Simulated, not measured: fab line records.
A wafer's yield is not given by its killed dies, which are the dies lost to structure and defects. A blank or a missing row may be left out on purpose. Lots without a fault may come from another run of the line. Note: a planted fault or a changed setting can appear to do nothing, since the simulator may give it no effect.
Comparing a struck lot with a sound one | flow n5-finfet | 15 steps out of a route of 1938
Sound: the wafers L262.1, L262.4, L262.6. Struck: wafer L269.6 (L269.2, L269.3, from the same lot, were not struck and are left out); the cause is given at the end.
For every step that has rows: the tool of each side, followed by ch and its chambers, followed by its first start. Under that, the readings that differ: sound wafers | struck wafers | difference of the means | sigmas: that difference in standard deviations of wafers without a fault.
alike: words and numbers the same on both sides, and readings whose means are apart by under 2 such deviations; not compared: readings that were withheld, readings missing a value for some wafer, numbers with overlapping values and no deviation given by the record, and bounds like >300 which may hide the same value.
The two part at a step that has a row with sigmas, a row that says differs or no value, or rows on one side only. Numbers that have no deviation but don't overlap get no sigmas and don't part them. Lack of a reading on every wafer of one side parts them only where that side has two or more wafers.

first, 7 steps without rows for these wafers: N5_PASSIVATION_COAT_04; N5_PASSIVATION_EBR_06; N5_PASSIVATION_SOFTBAKE_05 (time 90 s); N5_PASSIVATION_EXPOSE_07 (exposes mask TV, defocus 0 nm, target cd 3000 nm); N5_PASSIVATION_PEB_08; N5_PASSIVATION_DEVELOP_09 (develop time 60 s); N5_PASSIVATION_HARDBAKE_11 (time 120 s).
N5_PASSIVATION_CD_MEAS_10: the cd target is 3000 nm.
  sound on cd-sem-03 ch 0, day 14 23:17; struck on cd-sem-01 ch 0, day 16 14:35
  alike: cd-nm
N5_PASSIVATION_OVL_MEAS_60:
  sound on overlay-02 ch 0, day 14 23:19; struck on overlay-02 ch 0, day 16 14:37
  alike: TV_OVL
N5_PASSIVATION_INSPECT_61: inspects for defects (macro).
  struck on defect-inspect-02, day 16 14:38; sound on defect-inspect-01, day 14 23:21
  alike: raw-defect-count
N5_PASSIVATION_DESCUM_12: chemistry O2, time 7.9 s.
  sound on rie-diel-05 ch 1,3, day 14 23:36; struck on rie-diel-02 ch 1, day 16 14:42
  alike: bias-power-w, drypump-motor-current-A, oes-product-au, rf-vpp-V, showerhead-plenum-p-Torr, throttle-valve-pct
  not compared: rf-hours-counter-h
N5_PASSIVATION_PASS_ETCH_74: etches SiNx in CF4/O2, target depth 220 nm, time 110 s.
  sound on rie-diel-05 ch 1,3, day 14 23:40; struck on rie-diel-02 ch 1, day 16 14:46
  alike: bias-w, drypump-motor-current-A, oes-product-au, rf-vpp-V, showerhead-plenum-p-Torr, throttle-valve-pct
  not compared: rf-hours-counter-h
N5_PASSIVATION_VIA_ETCH_13: etches SiO2 in CHF3/O2, target depth 660 nm, time 330 s.
  sound on rie-diel-05 ch 1,3, day 14 23:45; struck on rie-diel-02 ch 1, day 16 14:52
  reading               | sound       | struck | difference | sigmas
  etch-rf-on-time-s (s) | 231 239 243 | 313    | +75        | +14
  alike: bias-w, drypump-motor-current-A, oes-product-au, rf-vpp-V, showerhead-plenum-p-Torr, throttle-valve-pct
  not compared: rf-hours-counter-h
N5_PASSIVATION_STRIP_14: strips in O2.
  sound on rie-diel-05 ch 1,3, day 14 23:57; struck on rie-diel-02 ch 1, day 16 15:04
  alike: drypump-motor-current-A, oes-product-au, rf-vpp-V, showerhead-plenum-p-Torr, throttle-valve-pct
  not compared: rf-hours-counter-h
next, for these wafers, 1 step has no rows: N5_PASSIVATION_PROBE_49.

WHERE THEY PART
Only at N5_PASSIVATION_VIA_ETCH_13, as far as this record shows. Later steps at which nothing parts them and some readings are alike: N5_PASSIVATION_STRIP_14.

WHY: what had been put in by the simulator
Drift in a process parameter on rie-diel-02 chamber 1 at N5_PASSIVATION_VIA_ETCH_13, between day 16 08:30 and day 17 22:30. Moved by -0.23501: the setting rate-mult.
